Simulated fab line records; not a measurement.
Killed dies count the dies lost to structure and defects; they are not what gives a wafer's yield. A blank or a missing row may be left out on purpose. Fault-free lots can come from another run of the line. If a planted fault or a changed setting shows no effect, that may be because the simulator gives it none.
Matching of chambers | flow n5_finfet | N5_HKMG_FIN_STRIP_92 on rie_diel-06 has 4 sister chambers
The step strips SOC in N2/H2, time 20 s. 14 wafers are shown with their chamber, then 7 later ones without.

## WAFERS WITH THEIR CHAMBER
wafer  | chamber | drypump_motor_current_A (A) | throttle_valve_pct (%) | showerhead_plenum_p_Torr (Torr)
L076.3 | 1       | 5.94                        | 18.9                   | 3.45
L076.4 | 0       | 5.60                        | 19.3                   | 3.33
L076.6 | 2       | 5.66                        | 19.0                   | 3.39
L077.3 | 3       | 6.07                        | 18.6                   | 3.40
L077.4 | 1       | 5.95                        | 18.9                   | 3.45
L077.6 | 1       | 5.94                        | 18.9                   | 3.45
L087.1 | 0       | 5.57                        | 19.4                   | 3.32
L087.4 | 3       | 6.07                        | 18.6                   | 3.39
L087.5 | 1       | 5.94                        | 19.0                   | 3.43
L088.2 | 1       | 5.95                        | 19.0                   | 3.43
L088.4 | 3       | 6.06                        | 18.6                   | 3.39
L088.6 | 1       | 5.95                        | 19.0                   | 3.43
L094.1 | 0       | 5.59                        | 19.4                   | 3.31
L094.2 | 2       | 5.66                        | 19.1                   | 3.37

SIGNATURES, as means of the wafers listed above
reading                  | chamber 0 | chamber 1 | chamber 2 | chamber 3 | scatter within a chamber
drypump_motor_current_A  | 5.5867    | 5.9450    | 5.6600    | 6.0667    | 0.00827
throttle_valve_pct       | 19.367    | 18.950    | 19.050    | 18.600    | 0.0516
showerhead_plenum_p_Torr | 3.3200    | 3.4400    | 3.3800    | 3.3933    | 0.0103
Rule: a wafer lies at a distance from a chamber equal to the root of the sum of squares, over the readings, of (its reading less the chamber's mean, divided by the reading's scatter). If the next closest chamber is less than 2 further off than the closest, the wafer can't be placed; otherwise it belongs to the closest. How the scatter is found: for the shown wafers, subtract from each reading the mean of its chamber, square and add these, divide the total by (wafers less chambers), then take the root.

## WAFERS WITHOUT THEIR CHAMBER
wafer  | drypump_motor_current_A (A) | throttle_valve_pct (%) | showerhead_plenum_p_Torr (Torr)
L094.4 | 5.68                        | 19.1                   | 3.37
L096.1 | 5.56                        | 19.4                   | 3.31
L096.2 | 5.67                        | 19.1                   | 3.36
L096.3 | 6.07                        | 18.6                   | 3.37
L097.1 | 6.06                        | 18.6                   | 3.37
L097.2 | 5.68                        | 19.1                   | 3.36
L097.6 | 5.60                        | 19.4                   | 3.31

## THE CHAMBER EACH PASSED THROUGH
wafer  | from the rows above | in truth
L094.4 | 2                   | 2
L096.1 | 0                   | 0
L096.2 | 2                   | 2
L096.3 | 3                   | 3
L097.1 | 3                   | 3
L097.2 | 2                   | 2
L097.6 | 0                   | 0
Correct placement for 7 of the 7. Not placeable from these rows: 0. Placed wrongly: 0.
